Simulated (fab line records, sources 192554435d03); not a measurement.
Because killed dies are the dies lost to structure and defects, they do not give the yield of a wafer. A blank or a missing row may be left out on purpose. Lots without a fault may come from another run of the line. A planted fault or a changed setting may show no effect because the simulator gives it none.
Matching of chambers | flow n5 finfet | 4 sister chambers for N5_BEOL_M2_ETCH_77 on rie diel-04
The step etches underlayer in N2/H2, target depth 6.5 nm, time 5.2 s. 4 wafers are shown with their chamber, then 7 later ones without.

WAFERS WITH THEIR CHAMBER
wafer  | chamber | oes product au (a.u.)
L086.5 | 0       | 0.81
L086.6 | 3       | 0.58
L087.2 | 1       | 0.75
L087.4 | 2       | 0.59

WAFERS MISSING THEIR CHAMBER
wafer  | oes product au (a.u.)
L087.6 | 0.80
L089.1 | 0.74
L089.2 | 0.78
L089.3 | 0.59
L091.1 | 0.85
L091.2 | 0.77
L091.3 | 0.74

CHAMBER TAKEN BY EACH
wafer  | from the rows above     | in truth
L087.6 | can't be placed: 0 or 1 | 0
L089.1 | 1                       | 1
L089.2 | can't be placed: 0 or 1 | 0
L089.3 | can't be placed: 2 or 3 | 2
L091.1 | 0                       | 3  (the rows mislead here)
L091.2 | can't be placed: 1 or 0 | 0
L091.3 | 1                       | 1
Placed correctly: 2 of 7. Cannot be placed on the basis of these rows: 4; the candidates contain the true chamber in 4. 1 placed wrongly.
How it was worked out, from the rows above alone: a wafer's distance from a chamber is the root of the sum, over the readings, of the square of ((its reading less the chamber's mean) divided by the reading's scatter). The wafer belongs to the nearest chamber; if the next one is less than 2 further off, it can't be placed. Each chamber's mean is taken over the wafers shown for it. The scatter: with one shown wafer a chamber, the root of the mean of the squares of how far each hidden wafer lies from its nearest shown one.
